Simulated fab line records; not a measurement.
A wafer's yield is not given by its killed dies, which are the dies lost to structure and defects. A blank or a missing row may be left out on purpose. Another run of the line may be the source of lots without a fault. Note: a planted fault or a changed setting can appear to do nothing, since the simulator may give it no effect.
Split-lot study | flow n5-finfet | 7 lots, 21 wafers read, on a route of 1938 steps

== ON THE SPLIT ==
At N5_FIN_CUT_EXPOSE_05 (exposes mask FIN CUT), the setting dose-mj was moved away from the recipe's 45.75 on 9 of the 21 wafers read, by -4.6% to +7.1%. This setting was run at the recipe's value on the other wafers.

== FROM SPLIT TO READING: 1 step shown by the file between the two ==
- N5_FIN_CUT_ETCH_30: etches underlayer in N2/H2, target depth 13 nm, time 10.4 s (also split here: target-depth-a)

== THE READING ==
FIN_CUT.cd-offset-nm (the simulator's own value, which no gauge read), in nm, at N5_FIN_CUT_ETCH_20 (etches SiARC in CF4, target depth 26 nm, time 43.3 s). There is no usual value for it anywhere in the file. The 12 wafers here that ran the recipe average 0.1 nm, standard deviation 0.18 nm.

wafer  | tool, chamber at the split | dose-mj as run | against the recipe | FIN_CUT.cd-offset-nm, nm | against lot-mates on the recipe
L074.1 | euv-scanner-01, 0          | 45.75          | recipe             | -0.2                     | -
L074.3 | euv-scanner-01, 0          | 45.75          | recipe             | 0                        | -
L074.5 | euv-scanner-01, 0          | 45.75          | recipe             | 0                        | -
L076.2 | euv-scanner-02, 0          | 46.81          | +2.3%              | 0.6                      | +0.4
L076.3 | euv-scanner-02, 0          | 45.75          | recipe             | 0                        | -
L076.5 | euv-scanner-02, 0          | 45.75          | recipe             | 0.4                      | -
L082.4 | euv-scanner-01, 0          | 48.54          | +6.1%              | 1.2                      | no lot-mate on the recipe
L082.5 | euv-scanner-01, 0          | 48.54          | +6.1%              | 1.4                      | no lot-mate on the recipe
L082.6 | euv-scanner-01, 0          | 48.54          | +6.1%              | 1                        | no lot-mate on the recipe
L083.1 | euv-scanner-02, 0          | 45.75          | recipe             | 0                        | -
L083.5 | euv-scanner-02, 0          | 45.75          | recipe             | 0                        | -
L083.3 | euv-scanner-02, 0          | 45.75          | recipe             | -0.2                     | -
L084.2 | euv-scanner-01, 0          | 45.75          | recipe             | 0                        | -
L084.3 | euv-scanner-01, 0          | 43.65          | -4.6%              | -0.8                     | -0.8
L084.4 | euv-scanner-01, 0          | 43.65          | -4.6%              | -0.8                     | -0.8
L088.1 | euv-scanner-01, 0          | 45.75          | recipe             | 0                        | -
L088.2 | euv-scanner-01, 0          | 49.02          | +7.1%              | 1                        | +1.0
L088.3 | euv-scanner-01, 0          | 49.02          | +7.1%              | 1.4                      | +1.4
L090.1 | euv-scanner-02, 0          | 45.75          | recipe             | 0.2                      | -
L090.2 | euv-scanner-02, 0          | 44.85          | -2.0%              | -0.2                     | -0.5
L090.4 | euv-scanner-02, 0          | 45.75          | recipe             | 0.4                      | -

FIT RESULTS
A straight line over all 21 wafers: FIN_CUT.cd-offset-nm changes by +0.177 nm for each +1% of dose-mj; r = +0.96; the points scatter about the line by 0.18 nm.
The same after taking each lot's own level away (the mean of its wafers on the recipe; 18 wafers): +0.172 nm for each +1%; r = +0.97; scatter 0.13 nm.
On that fit, the largest move of dose-mj shifts the reading by 1.2 nm.
Measured against the standard deviation above, the lots' own levels, which go from -0.07 to 0.30 nm, span 2.0 times it.
The two slopes are in agreement: the lot-to-lot level therefore moves the slope only a little.
Check: +1.34 nm against its lot-mates is what the line predicts for one of the wafers moved furthest among these (+7.1%) when that wafer is left out of the fit. It came out at +1 nm against them.

== FURTHER SPLITS ON THESE WAFERS ==
Other splits were also applied to these wafers ahead of the reading. Each is held against what the fit with the lots' levels taken away leaves over:
other split on the same wafers            | wafers away from the commonest value | r with FIN_CUT.cd-offset-nm (lot level and that fit taken away)
N5_ZERO_LAYER_EXPOSE_08 dose-mj           | 7                                    | +0.44
N5_ZERO_LAYER_DEVELOP_10 develop-time-s   | 6                                    | +0.38
N5_PMOS_HMC_CHANNEL_EPI_EXPOSE_06 dose-mj | 5                                    | -0.06
N5_PMOS_HMC_CHANNEL_EPI_PEB_07 peb-temp-c | 7                                    | -0.43
N5_FIN_CUT_ETCH_30 target-depth-a         | 10                                   | +0.16

== THE WHOLE CHAIN: every reading that the file lists as answering this split, in the file's order ==
step               | what it does                                                | reading                                                               | change (the file's fit)               | r (the file's)
N5_FIN_CUT_ETCH_30 | etches underlayer in N2/H2, target depth 13 nm, time 10.4 s | FIN_CUT.cd-offset-nm (the simulator's own value, which no gauge read) | +0.162 nm for each +1% of the setting | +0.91
N5_FIN_CUT_ETCH_20 | etches SiARC in CF4, target depth 26 nm, time 43.3 s        | FIN_CUT.cd-offset-nm (the simulator's own value, which no gauge read) | +0.174 nm for each +1% of the setting | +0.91

== THE FILE'S OWN FIT ==
FIN_CUT.cd-offset-nm changes by +0.174 nm for each +1% of dose-mj, r = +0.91.
